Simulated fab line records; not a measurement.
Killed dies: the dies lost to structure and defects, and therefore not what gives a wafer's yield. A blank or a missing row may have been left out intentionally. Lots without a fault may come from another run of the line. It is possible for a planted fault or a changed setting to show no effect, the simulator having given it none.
Lot-split experiment :: flow n5Finfet :: 7 lots, 21 wafers read, on a route of 1938 steps

SPLIT DETAILS
At N5_BEOL_M0_SAQP_ETCH_88 (etches underlayer in N2/H2, target depth 6.5 nm, time 5.2 s), the setting sourceW was moved away from the recipe's 840 W on 9 of the 21 wafers read, by -8.3% to +18.0%. All remaining wafers had this setting at the recipe value.

The reading comes from the split's own step.

THE READING
rfVppV, in V, at N5_BEOL_M0_SAQP_ETCH_88 (etches underlayer in N2/H2, target depth 6.5 nm, time 5.2 s). Fault-free wafers of this fab line usually give 522.5 V, standard deviation 1.9 V.

wafer: L076.1
tool, chamber at the split: rieDiel-06, 2
sourceW as run, W: 840
against the recipe: recipe
rfVppV, V: 524.0
against lot-mates on the recipe: -

wafer: L076.2
tool, chamber at the split: rieDiel-06, 3
sourceW as run, W: 840
against the recipe: recipe
rfVppV, V: 519.0
against lot-mates on the recipe: -

wafer: L076.5
tool, chamber at the split: rieDiel-06, 3
sourceW as run, W: 988.2
against the recipe: +17.6%
rfVppV, V: 493.8
against lot-mates on the recipe: -27.7

wafer: L075.1
tool, chamber at the split: rieDiel-06, 1
sourceW as run, W: 840
against the recipe: recipe
rfVppV, V: 522.1
against lot-mates on the recipe: -

wafer: L075.2
tool, chamber at the split: rieDiel-06, 3
sourceW as run, W: 990.8
against the recipe: +18.0%
rfVppV, V: 493.0
against lot-mates on the recipe: -29.1

wafer: L075.4
tool, chamber at the split: rieDiel-06, 0
sourceW as run, W: 990.8
against the recipe: +18.0%
rfVppV, V: 494.7
against lot-mates on the recipe: -27.4

wafer: L079.3
tool, chamber at the split: rieDiel-06, 3
sourceW as run, W: 914.2
against the recipe: +8.8%
rfVppV, V: 503.9
against lot-mates on the recipe: -15.9

wafer: L079.4
tool, chamber at the split: rieDiel-06, 1
sourceW as run, W: 840
against the recipe: recipe
rfVppV, V: 519.8
against lot-mates on the recipe: -

wafer: L079.5
tool, chamber at the split: rieDiel-06, 0
sourceW as run, W: 914.2
against the recipe: +8.8%
rfVppV, V: 507.0
against lot-mates on the recipe: -12.8

wafer: L080.2
tool, chamber at the split: rieDiel-03, 3
sourceW as run, W: 840
against the recipe: recipe
rfVppV, V: 524.0
against lot-mates on the recipe: -

wafer: L080.3
tool, chamber at the split: rieDiel-03, 1
sourceW as run, W: 840
against the recipe: recipe
rfVppV, V: 521.5
against lot-mates on the recipe: -

wafer: L080.5
tool, chamber at the split: rieDiel-03, 3
sourceW as run, W: 770.5
against the recipe: -8.3%
rfVppV, V: 534.8
against lot-mates on the recipe: +12.0

wafer: L089.2
tool, chamber at the split: rieDiel-06, 1
sourceW as run, W: 887.3
against the recipe: +5.6%
rfVppV, V: 510.1
against lot-mates on the recipe: no lot-mate on the recipe

wafer: L089.3
tool, chamber at the split: rieDiel-06, 3
sourceW as run, W: 887.3
against the recipe: +5.6%
rfVppV, V: 511.2
against lot-mates on the recipe: no lot-mate on the recipe

wafer: L089.6
tool, chamber at the split: rieDiel-06, 1
sourceW as run, W: 887.3
against the recipe: +5.6%
rfVppV, V: 512.1
against lot-mates on the recipe: no lot-mate on the recipe

wafer: L092.1
tool, chamber at the split: rieDiel-03, 3
sourceW as run, W: 840
against the recipe: recipe
rfVppV, V: 520.9
against lot-mates on the recipe: -

wafer: L092.3
tool, chamber at the split: rieDiel-03, 2
sourceW as run, W: 840
against the recipe: recipe
rfVppV, V: 523.2
against lot-mates on the recipe: -

wafer: L092.4
tool, chamber at the split: rieDiel-03, 0
sourceW as run, W: 840
against the recipe: recipe
rfVppV, V: 523.9
against lot-mates on the recipe: -

wafer: L097.2
tool, chamber at the split: rieDiel-06, 0
sourceW as run, W: 840
against the recipe: recipe
rfVppV, V: 520.9
against lot-mates on the recipe: -

wafer: L097.5
tool, chamber at the split: rieDiel-06, 3
sourceW as run, W: 840
against the recipe: recipe
rfVppV, V: 519.8
against lot-mates on the recipe: -

wafer: L097.6
tool, chamber at the split: rieDiel-06, 1
sourceW as run, W: 840
against the recipe: recipe
rfVppV, V: 520.7
against lot-mates on the recipe: -

FIT RESULTS
A straight line over all 21 wafers: rfVppV changes by -1.6 V for each +1% of sourceW; r = -0.99; the points scatter about the line by 1.7 V.
The same after taking each lot's own level away (the mean of its wafers on the recipe; 18 wafers): -1.57 V for each +1%; r = -0.99; scatter 1.3 V.
On that fit, the largest move of sourceW shifts the reading by 28 V.
The span of the lots' own levels, 519.80 to 522.75 V, comes to 1.6 times the standard deviation stated above.
Hence the lot-to-lot level has little effect on the slope; both slopes agree.
Check: -27.9 V against its lot-mates is what the line predicts for one of the wafers moved furthest among these (+18.0%) when that wafer is left out of the fit. It came out at -29.1 V against them.
Tool readings at the split's step, against how far the setting was moved: etchRfOnTimeS r = -0.96; rfVppV r = -0.99.

THE WHOLE CHAIN: every reading that the file lists as answering this split, in the file's order
step: N5_BEOL_M0_SAQP_ETCH_88
what it does: etches underlayer in N2/H2, target depth 6.5 nm, time 5.2 s
reading: etchRfOnTimeS
change (the file's fit): withheld for each +1% of the setting
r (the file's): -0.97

step: N5_BEOL_M0_SAQP_ETCH_88
what it does: etches underlayer in N2/H2, target depth 6.5 nm, time 5.2 s
reading: rfVppV
change (the file's fit): -1.57 V for each +1% of the setting
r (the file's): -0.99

FILE'S OWN FIT
rfVppV changes by -1.57 V for each +1% of sourceW, r = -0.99.
